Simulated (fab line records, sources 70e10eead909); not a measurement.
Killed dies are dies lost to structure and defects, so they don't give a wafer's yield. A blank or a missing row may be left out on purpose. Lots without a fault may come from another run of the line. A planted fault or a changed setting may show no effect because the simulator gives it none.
fab line records | flow nand_harc
record lots=6 wafers=18 last_day=34
route steps=1302 shown P_M1@306 P_M2@318 END@1302
lots that met no fault: from a run of the same line without faults
start_h: hours from the record's first day to the start of the lot's first wafer shown | wait_h: hours since the lot's step before | " the same as in the row above | L1.1+2: a row that stands for several wafers | - no value, or no start given | * or withheld: withheld | < > ~ a bound
route shown NAME@n: a module of which the file shows steps, and the number in the route of the first | usual: mean/standard deviation of fault-free wafers | same: alike in all rows | chamber/n: place in a boat | sites: the reading at each site | _std_site: their standard deviation | _edge_site: outer sites' mean less inner sites' | radius_mm: how far each site lies from the wafer's centre | mask NAME#n: copy n | behind: the tool/chamber that last shaped the wafer | hold: why the lot was held/for how many hours/how that ended | device: the transistor (n, p or np) that didn't switch | end of line: the same wafers' tests at the end of the route | a step without rows: its recipe alone | killed: dies lost to structure and defects at the first sort, not the wafer's yield | map: a wafer's dies, x killed, . not, _ none there
set.NAME: the setting as run; set.NAME@STEP: as run at that earlier step | model.NAME: the simulator's own value behind a step, which no gauge read
lots at some steps of the route; a table a step, a row a wafer
services: from which hour (start_h, from the record's first day; less than 0 if before it) a tool's chamber was out of use, for how many hours, and why
## steps
# step NHARC_P_M1_PRE_CLEAN_30
# recipe time_s=30 temp_c=280 gas=H2/He
# step NHARC_P_M1_PVD_20
# recipe target_thk_a=50 bias_v=168.6 power_w=15000 chamber_pressure_pa=0.12 time_s=8.06 substrate_temp_c=50 material=TaN
# usual chamber_pressure_pa=0.12/0.00022 throttle_valve_pct=29.6/0.65
# columns lot.wafer tool chamber start_h wait_h chamber_pressure_pa throttle_valve_pct
L706.4 pvd_sputter-03 - - - 0.12008 29.3
L706.6 " - " " 0.11977 29.6
L706.5 " - " " 0.11979 29.4
L707.1 pvd_sputter-02 - - - 0.12022 29.5
L707.4 " - " " 0.11976 29.9
L707.5 " - " " 0.11991 29.8
L712.2 pvd_sputter-03 - - - 0.11991 28.9
L712.3 " - " " 0.11961 29.5
L712.4 " - " " 0.12014 29.2
L715.4 pvd_sputter-01 - - - 0.12006 30.1
L715.2 " - " " 0.11997 30.4
L715.6 " - " " 0.12004 29.6
L721.2 pvd_sputter-02 - - - 0.1202 29.5
L721.3 " - " " 0.12 28.4
L721.4 " - " " 0.11988 29.8
L727.4 pvd_sputter-03 - - - 0.11994 29.5
L727.3 " - " " 0.11991 29.2
L727.6 " - " " 0.11986 29.3
# step NHARC_P_M1_PVD_21
# recipe target_thk_a=300 chamber_pressure_pa=5 power_w=5000 substrate_temp_c=30 time_s=20.49 material=Cu
# usual chamber_pressure_pa=4.999/0.0087 throttle_valve_pct=29.6/0.6
# columns lot.wafer tool chamber start_h wait_h chamber_pressure_pa throttle_valve_pct
L706.4 pvd_sputter-03 - - - 5.020 29.3
L706.6 " - " " 5.006 29.4
L706.5 " - " " 5.019 29.2
L707.1 pvd_sputter-02 - - - 5.012 29.8
L707.4 " - " " 5.008 30.6
L707.5 " - " " 5.017 29.5
L712.4 pvd_sputter-03 - - - 5.000 29.7
L712.3 " - " " 5.000 29.2
L712.2 " - " " 4.999 28.8
L715.2 pvd_sputter-01 - - - 4.998 29.9
L715.4 " - " " 5.007 28.8
L715.6 " - " " 4.999 29.8
L721.4 pvd_sputter-02 - - - 4.980 28.3
L721.3 " - " " 4.993 29.7
L721.2 " - " " 5.001 29.2
L727.4 pvd_sputter-03 - - - 4.994 29.9
L727.3 " - " " 4.993 29.1
L727.6 " - " " 5.004 29.4
# step NHARC_P_M1_ECD_22
# recipe target_thk_a=4000 bath_temp_c=25 material=Cu
# step NHARC_P_M1_ANNEAL_31
# recipe temp_c=225 time_s=90
# step NHARC_P_M1_CMP_23
# recipe t_overpolish_s=20 target_thk_nm=157.82
# usual motor_current_A=11.2/1.2 time_to_endpoint_s=28.1/2.8
# columns lot.wafer tool chamber start_h wait_h motor_current_A time_to_endpoint_s
L706.4 cmp-04 2 148.69 - 13.3 27.7
L706.5 " 0 " " 9.5 30.1
L706.6 " 1 " " 13.0 29.6
L707.1 cmp-04 0 158.75 - 10.5 32.5
L707.4 " 1 " " 13.2 30.9
L707.5 " 0 " " 9.5 30.6
L712.2 cmp-04 2 207.37 - 13.1 30.0
L712.3 " 3 " " 10.4 33.3
L712.4 " 0 " " 10.6 30.8
L715.4 cmp-01 0 242.60 - 9.0 27.8
L715.2 " 1 " " 11.4 29.2
L715.6 " 2 " " 11.4 26.7
L721.2 cmp-04 2 299.93 - 12.0 28.0
L721.4 " 0 " " 10.2 31.8
L721.3 " 1 " " 13.6 27.5
L727.3 cmp-01 3 364.98 - 10.7 28.2
L727.4 " 0 " " 8.8 29.3
L727.6 " 2 " " 10.8 32.3
# step NHARC_P_M1_THK_MEAS_24
# recipe thk_meas_gauge=xrf
# usual thk_nm=157.7/1.6
# columns lot.wafer tool chamber start_h wait_h thk_nm
L706.4 film_metro-02 - 148.95 - 159.0
L706.5 " - " " 156.8
L706.6 " - " " 158.5
L707.1 film_metro-02 - 159.04 - 157.5
L707.4 " - " " 157.9
L707.5 " - " " 157.9
L712.2 film_metro-02 - 207.68 - 157.1
L712.3 " - " " 159.7
L712.4 " - " " 158.6
L715.2 film_metro-02 - 242.86 - 153.8
L715.4 " - " " 155.8
L715.6 " - " " 156.8
L721.2 film_metro-02 - 300.25 - 155.4
L721.3 " - " " 156.1
L721.4 " - " " 155.3
L727.3 film_metro-02 - 365.27 - 157.2
L727.4 " - " " 157.4
L727.6 " - " " 160.1
# step NHARC_P_M1_SRD_25
# step NHARC_P_M1_INSPECT_27
# usual raw_defect_count=307/120
# columns lot.wafer tool chamber start_h wait_h raw_defect_count
L706.4 defect_inspect-02 - 149.11 0.0 265
L706.5 " - " " 202
L706.6 " - " " 280
L707.1 defect_inspect-02 - 159.21 0.0 399
L707.4 " - " " 405
L707.5 " - " " 381
L712.2 defect_inspect-02 - 207.84 0.0 306
L712.3 " - " " 388
L712.4 " - " " 265
L715.2 defect_inspect-01 - 243.01 0.0 516
L715.4 " - " " 738
L715.6 " - " " 689
L721.2 defect_inspect-02 - 300.40 0.0 340
L721.3 " - " " 278
L721.4 " - " " 232
L727.3 defect_inspect-01 - 365.42 0.0 362
L727.4 " - " " 327
L727.6 " - " " 274
# step NHARC_P_M1_PRE_CLEAN_32
# recipe time_s=12 temp_c=370 rf_power_w=300 gas=NH3
# usual heater_power_w=618/67 rf_fwd_power_W=292.6/0.88
# columns lot.wafer tool chamber start_h wait_h heater_power_w rf_fwd_power_W since_wet_clean_h
L706.6 pecvd-04 0 149.22 0.1 564 292.2 -
L706.4 " 1 " " 586 292.0 -
L706.5 " 2 " " 608 291.7 -
L707.1 pecvd-04 1 159.30 0.1 488 292.9 58
L707.4 " 1 " " 494 293.1 -
L707.5 " 1 " " 506 292.2 -
L712.3 pecvd-01 0 207.91 0.1 712 291.8 64
L712.2 " 1 " " 695 291.9 64
L712.4 " 0 " " 701 292.2 -
L715.2 pecvd-01 0 243.08 0.1 713 291.1 99
L715.6 " 1 " " 637 290.4 -
L715.4 " 2 " " 538 293.6 -
L721.3 pecvd-01 0 300.47 0.1 670 291.4 157
L721.2 " 2 " " 589 290.7 157
L721.4 " 0 " " 674 291.8 -
L727.3 pecvd-01 2 365.50 0.1 522 292.3 41
L727.4 " 2 " " 514 293.7 -
L727.6 " 0 " " 706 293.8 -
# step NHARC_P_M1_DEP_33
# recipe target_thk_a=300 temp_c=370 target_thk_nm=30 pressure_torr=3 flow_sccm=200 rf_w=450 material=SiCN
# usual chamber_pressure_Torr=3.000/0.0069 heater_power_w=570/65 rf_fwd_power_W=448.9/1.4
# columns lot.wafer tool chamber start_h wait_h chamber_pressure_Torr heater_power_w rf_fwd_power_W since_wet_clean_h
L706.6 pecvd-04 0 149.38 0.2 3.003 498 450.9 -
L706.4 " 1 " " 2.994 473 447.4 -
L706.5 " 2 " " 3.001 561 446.2 -
L707.1 pecvd-04 1 159.46 0.1 3.015 498 447.5 59
L707.4 " 1 " " 3.014 500 448.0 -
L707.5 " 1 " " 3.016 489 449.5 -
L712.3 pecvd-01 0 207.99 0.1 2.995 679 449.4 64
L712.2 " 1 " " 2.999 597 447.2 64
L712.4 " 0 " " 2.998 673 449.9 -
L715.2 pecvd-01 0 243.16 0.1 2.992 576 448.0 100
L715.6 " 1 " " 2.998 548 448.4 -
L715.4 " 2 " " 3.005 554 450.1 -
L721.3 pecvd-01 0 300.55 0.1 2.995 591 447.9 157
L721.2 " 2 " " 3.001 525 450.8 157
L721.4 " 0 " " 2.988 583 449.3 -
L727.3 pecvd-01 2 365.61 0.1 2.992 460 448.9 41
L727.4 " 2 " " 3.010 450 450.1 -
L727.6 " 0 " " 3.002 656 448.7 -
# step NHARC_P_M2_DEP_00
# recipe target_thk_a=1825 target_thk_nm=182.5 temp_c=withheld pressure_torr=5 flow_sccm=200 rf_w=600 material=SiOC
# usual chamber_pressure_Torr=4.998/0.01 rf_fwd_power_W=598.8/2
# columns lot.wafer tool chamber start_h wait_h chamber_pressure_Torr rf_fwd_power_W since_wet_clean_h
L706.5 pecvd-02 1 149.80 - 5.003 599.6 -
L706.6 " 2 " " 4.994 599.5 -
L706.4 " 0 " " 5.010 599.4 -
L707.1 pecvd-02 0 159.96 0.4 4.987 598.4 101
L707.4 " 2 " " 5.005 599.6 -
L707.5 " 0 " " 5.001 599.0 -
L712.2 pecvd-04 0 208.44 - 4.999 599.3 107
L712.3 " 1 " " 5.000 598.4 108
L712.4 " 0 " " 5.012 597.3 -
L715.2 pecvd-04 1 243.62 - 4.989 604.9 143
L715.6 " 0 " " 4.987 594.8 -
L715.4 " 2 " " 4.995 597.4 -
L721.3 pecvd-04 1 300.97 - 5.015 596.7 19
L721.2 " 2 " " 4.987 597.0 19
L721.4 " 1 " " 5.006 598.4 -
L721.3 pecvd-04 1 301.73 - 5.009 598.5 -
L721.2 " 2 " " 5.004 598.1 -
L721.4 " 1 " " 5.001 598.9 -
L727.3 pecvd-04 0 366.07 - 4.977 595.7 84
L727.4 " 2 " " 5.007 601.3 -
L727.6 " 0 " " 5.008 594.6 -
L727.3 pecvd-04 0 366.66 - 4.997 600.4 -
L727.4 " 2 " " 4.984 596.9 -
L727.6 " 0 " " 5.005 598.6 -
# step NHARC_P_M2_DEHYDRATE_01
# recipe temp_c=150 time_s=120
# step NHARC_END_SORT_01
# recipe temp_c=25
# usual defect_limited_yield=91.2/2.6 killed_at_array=55/17 killed_at_other=1.1/1.6 killed_at_periphery=3.8/2.5 killed_dies=60/18 killed_open=3.3/1.9 killed_short=2.5/1.7
# same gross_dies=677
# columns lot.wafer tool chamber start_h wait_h defect_limited_yield[%] killed_at_array killed_at_other killed_at_periphery killed_dies killed_open killed_short
L721.2 prober-01 0 712.04 2.8 0 87 1 589 677 2 0
L721.3 prober-01 0 712.85 3.1 0 63 0 614 677 4 3
L721.4 prober-01 0 713.66 3.4 0 91 1 585 677 2 4
L727.3 prober-02 0 802.06 3.1 0 40 1 636 677 1 4
L727.4 prober-02 0 802.86 3.4 0 59 0 618 677 3 1
L727.6 prober-02 0 804.46 4.0 0 42 0 635 677 2 2
# killed by level:class
L721.2 P_M2:area_dep=586 A_CHANNEL_HOLE_D1:chamber_film_flake=31 A_SLIT:chamber_film_flake=28 A_CHANNEL_HOLE_D2:chamber_film_flake=13 A_STAIRCASE:chamber_film_flake=6 A_CONTACT:geometric_particle:open=2 P_GATE:chamber_film_flake=2 A_ZERO_WELL:chamber_film_flake=2
L721.3 P_M2:area_dep=610 A_CHANNEL_HOLE_D1:chamber_film_flake=23 A_SLIT:chamber_film_flake=18 A_CONTACT:chamber_film_flake=6 A_CHANNEL_HOLE_D2:chamber_film_flake=5 P_M2:chamber_film_flake=3 A_CHANNEL_FILL_D2:chamber_film_flake=2 A_STAIRCASE:chamber_film_flake=2
L721.4 P_M2:area_dep=581 A_CHANNEL_HOLE_D1:chamber_film_flake=30 A_SLIT:chamber_film_flake=30 A_CHANNEL_HOLE_D2:chamber_film_flake=10 A_STAIRCASE:chamber_film_flake=5 A_CONTACT:chamber_film_flake=5 A_WL_FILL:geometric_particle:short=2 P_STI:chamber_film_flake=2
L727.3 P_M2:area_dep=634 A_CHANNEL_HOLE_D2:chamber_film_flake=11 A_CHANNEL_HOLE_D1:chamber_film_flake=10 A_CONTACT:chamber_film_flake=8 A_SLIT:chamber_film_flake=4 A_BLC:chamber_film_flake=2 P_GATE:geometric_particle:short=1 P_M0:geometric_particle:short=1
L727.4 P_M2:area_dep=615 A_CHANNEL_HOLE_D2:chamber_film_flake=25 A_CHANNEL_HOLE_D1:chamber_film_flake=14 A_SLIT:chamber_film_flake=6 A_CONTACT:chamber_film_flake=5 A_BLC:chamber_film_flake=4 A_ZERO_WELL:chamber_film_flake=2 P_M0:geometric_particle:open=1
L727.6 P_M2:area_dep=632 A_CHANNEL_HOLE_D2:chamber_film_flake=16 A_SLIT:chamber_film_flake=9 A_CONTACT:chamber_film_flake=7 A_CHANNEL_HOLE_D1:chamber_film_flake=6 P_STI:geometric_particle:short=1 P_M0:geometric_particle:open=1 A_ONON_D2:geometric_particle:open=1
# map L721.2 (x killed, . not)
____________x____________
_________xxxxxxx_________
_______xxxxxxxxxxx_______
______xxxxxxxxxxxxx______
_____xxxxxxxxxxxxxxx_____
____xxxxxxxxxxxxxxxxx____
____xxxxxxxxxxxxxxxxx____
___xxxxxxxxxxxxxxxxxxx___
___xxxxxxxxxxxxxxxxxxx___
__xxxxxxxxxxxxxxxxxxxxx__
__xxxxxxxxxxxxxxxxxxxxx__
_xxxxxxxxxxxxxxxxxxxxxxx_
_xxxxxxxxxxxxxxxxxxxxxxx_
_xxxxxxxxxxxxxxxxxxxxxxx_
_xxxxxxxxxxxxxxxxxxxxxxx_
_xxxxxxxxxxxxxxxxxxxxxxx_
xxxxxxxxxxxxxxxxxxxxxxxxx
xxxxxxxxxxxxxxxxxxxxxxxxx
xxxxxxxxxxxxxxxxxxxxxxxxx
xxxxxxxxxxxxxxxxxxxxxxxxx
xxxxxxxxxxxxxxxxxxxxxxxxx
_xxxxxxxxxxxxxxxxxxxxxxx_
_xxxxxxxxxxxxxxxxxxxxxxx_
_xxxxxxxxxxxxxxxxxxxxxxx_
_xxxxxxxxxxxxxxxxxxxxxxx_
_xxxxxxxxxxxxxxxxxxxxxxx_
__xxxxxxxxxxxxxxxxxxxxx__
__xxxxxxxxxxxxxxxxxxxxx__
___xxxxxxxxxxxxxxxxxxx___
___xxxxxxxxxxxxxxxxxxx___
____xxxxxxxxxxxxxxxxx____
____xxxxxxxxxxxxxxxxx____
_____xxxxxxxxxxxxxxx_____
______xxxxxxxxxxxxx______
_______xxxxxxxxxxx_______
_________xxxxxxx_________
____________x____________
# map L727.3 (x killed, . not)
____________x____________
_________xxxxxxx_________
_______xxxxxxxxxxx_______
______xxxxxxxxxxxxx______
_____xxxxxxxxxxxxxxx_____
____xxxxxxxxxxxxxxxxx____
____xxxxxxxxxxxxxxxxx____
___xxxxxxxxxxxxxxxxxxx___
___xxxxxxxxxxxxxxxxxxx___
__xxxxxxxxxxxxxxxxxxxxx__
__xxxxxxxxxxxxxxxxxxxxx__
_xxxxxxxxxxxxxxxxxxxxxxx_
_xxxxxxxxxxxxxxxxxxxxxxx_
_xxxxxxxxxxxxxxxxxxxxxxx_
_xxxxxxxxxxxxxxxxxxxxxxx_
_xxxxxxxxxxxxxxxxxxxxxxx_
xxxxxxxxxxxxxxxxxxxxxxxxx
xxxxxxxxxxxxxxxxxxxxxxxxx
xxxxxxxxxxxxxxxxxxxxxxxxx
xxxxxxxxxxxxxxxxxxxxxxxxx
xxxxxxxxxxxxxxxxxxxxxxxxx
_xxxxxxxxxxxxxxxxxxxxxxx_
_xxxxxxxxxxxxxxxxxxxxxxx_
_xxxxxxxxxxxxxxxxxxxxxxx_
_xxxxxxxxxxxxxxxxxxxxxxx_
_xxxxxxxxxxxxxxxxxxxxxxx_
__xxxxxxxxxxxxxxxxxxxxx__
__xxxxxxxxxxxxxxxxxxxxx__
___xxxxxxxxxxxxxxxxxxx___
___xxxxxxxxxxxxxxxxxxx___
____xxxxxxxxxxxxxxxxx____
____xxxxxxxxxxxxxxxxx____
_____xxxxxxxxxxxxxxx_____
______xxxxxxxxxxxxx______
_______xxxxxxxxxxx_______
_________xxxxxxx_________
____________x____________
## services
# columns tool chamber start_h hours kind
pvd_sputter-01 - 123.86 1.5 repair
pecvd-01 - 130.64 13.0 pm
pecvd-04 2 150.37 3.6 repair
pecvd-04 0 156.10 6.4 repair
pvd_sputter-03 - 172.59 10.0 pm
pecvd-04 1 184.36 9.4 repair
cmp-04 - 188.89 3.3 repair
cmp-01 - 193.68 4.0 pm
pvd_sputter-02 - 197.40 3.8 repair
pecvd-01 - 204.77 3.1 repair
cmp-04 - 209.06 4.0 pm
pvd_sputter-01 - 209.98 1.1 repair
pecvd-02 1 217.51 4.9 repair
cmp-04 - 221.55 3.4 repair
pvd_sputter-01 - 223.46 0.5 repair
pecvd-04 2 249.57 3.4 repair
pecvd-04 - 269.00 13.0 pm
pvd_sputter-02 - 282.04 10.0 pm
pvd_sputter-03 - 297.40 0.5 repair
cmp-04 - 307.06 4.0 pm
pecvd-01 - 311.64 13.0 pm
pecvd-04 - 329.58 2.1 repair
pvd_sputter-02 - 342.91 2.4 repair
pvd_sputter-03 - 350.59 10.0 pm
## key
first_sign step=NHARC_P_M2_DEP_00 reading=visit direction=added
effect step=NHARC_END_SORT_01 reading=killed_at_periphery direction=up sigmas=99+ usual=3.8 struck=612.8
more_kills_born_at NHARC_P_M2_DEP_00@pecvd-04=3658
met_at NHARC_P_M2_DEP_00
struck_wafers L721.2,L721.3,L721.4,L727.3,L727.4,L727.6
later_rows_left_out L721.2,L721.3,L721.4,L727.3,L727.4,L727.6
fault kind=repeated_step_whole tool=pecvd-01,pecvd-02,pecvd-04 chamber=- onset_h=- steps=NHARC_P_M2_DEP_00 times=1 scope=struck_lots_only
# later_rows_left_out: the simulator's readings of these wafers behind a module that went badly wrong aren't trusted and aren't shown, but for the sort
